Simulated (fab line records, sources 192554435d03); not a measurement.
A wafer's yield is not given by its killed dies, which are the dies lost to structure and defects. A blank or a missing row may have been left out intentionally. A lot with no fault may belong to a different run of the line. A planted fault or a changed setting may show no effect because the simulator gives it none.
Chamber matching + flow n5Finfet + 4 sister chambers for N5_FIN_SAQP_ETCH_34 on rieDiel-01
The step etches SiO2 in C4F6/O2, target depth 45 nm, time 15 s. 14 wafers are shown with their chamber, then 7 later ones without.

## EACH WAFER AND ITS CHAMBER
| wafer  | chamber | showerheadPlenumPTorr (Torr) | throttleValvePct (%) | oesProductAu (a.u.) |
|--------|---------|------------------------------|----------------------|---------------------|
| L074.2 | 1       | 2.97                         | 21.16                | 0.64                |
| L074.4 | 0       | 2.72                         | 20.92                | 0.59                |
| L074.6 | 1       | 2.97                         | 21.15                | 0.65                |
| L075.2 | 0       | 2.72                         | 20.93                | 0.59                |
| L075.4 | 1       | 2.96                         | 21.17                | 0.64                |
| L075.5 | 0       | 2.72                         | 20.93                | 0.59                |
| L082.3 | 0       | 2.72                         | 20.93                | 0.58                |
| L082.5 | 3       | 2.92                         | 20.82                | 0.80                |
| L082.6 | 0       | 2.72                         | 20.94                | 0.58                |
| L083.1 | 0       | 2.71                         | 20.93                | 0.58                |
| L083.3 | 3       | 2.92                         | 20.81                | 0.79                |
| L083.5 | 2       | 2.99                         | 20.56                | 0.74                |
| L084.3 | 0       | 2.71                         | 20.93                | 0.57                |
| L084.5 | 2       | 2.99                         | 20.58                | 0.74                |

SIGNATURES (averages over the wafers above)
| reading               | chamber 0 | chamber 1 | chamber 2 | chamber 3 | scatter within a chamber |
|-----------------------|-----------|-----------|-----------|-----------|--------------------------|
| showerheadPlenumPTorr | 2.7171    | 2.9667    | 2.9900    | 2.9200    | 0.00458                  |
| throttleValvePct      | 20.9300   | 21.1600   | 20.5700   | 20.8150   | 0.00806                  |
| oesProductAu          | 0.5829    | 0.6433    | 0.7400    | 0.7950    | 0.00678                  |
Rule: for a wafer and a chamber, the distance is found by dividing, reading by reading, the gap between the wafer's reading and the chamber's mean by the reading's scatter, squaring, summing and taking the root. The wafer belongs to the nearest chamber; if the next one is less than 2 further off, it can't be placed. The scatter: the root of (the sum of the squares of (reading less its chamber's mean) over the shown wafers, divided by (wafers less chambers)).

## WAFERS WHOSE CHAMBER IS MISSING
| wafer  | showerheadPlenumPTorr (Torr) | throttleValvePct (%) | oesProductAu (a.u.) |
|--------|------------------------------|----------------------|---------------------|
| L084.6 | 2.92                         | 20.81                | 0.80                |
| L089.2 | 2.98                         | 20.60                | 0.73                |
| L089.3 | 2.98                         | 20.60                | 0.73                |
| L089.5 | 2.98                         | 20.58                | 0.73                |
| L092.3 | 3.05                         | 20.65                | 0.81                |
| L092.4 | 2.98                         | 20.60                | 0.72                |
| L092.5 | 3.05                         | 20.65                | 0.81                |

## WHICH CHAMBER EACH ONE RAN IN
| wafer  | from the rows above | in truth                   |
|--------|---------------------|----------------------------|
| L084.6 | 3                   | 3                          |
| L089.2 | 2                   | 2                          |
| L089.3 | 2                   | 2                          |
| L089.5 | 2                   | 2                          |
| L092.3 | 2                   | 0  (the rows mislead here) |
| L092.4 | 2                   | 2                          |
| L092.5 | 2                   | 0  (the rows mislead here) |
Correct placement for 5 of the 7. Can't be placed from these rows: 0. 2 placed wrongly.
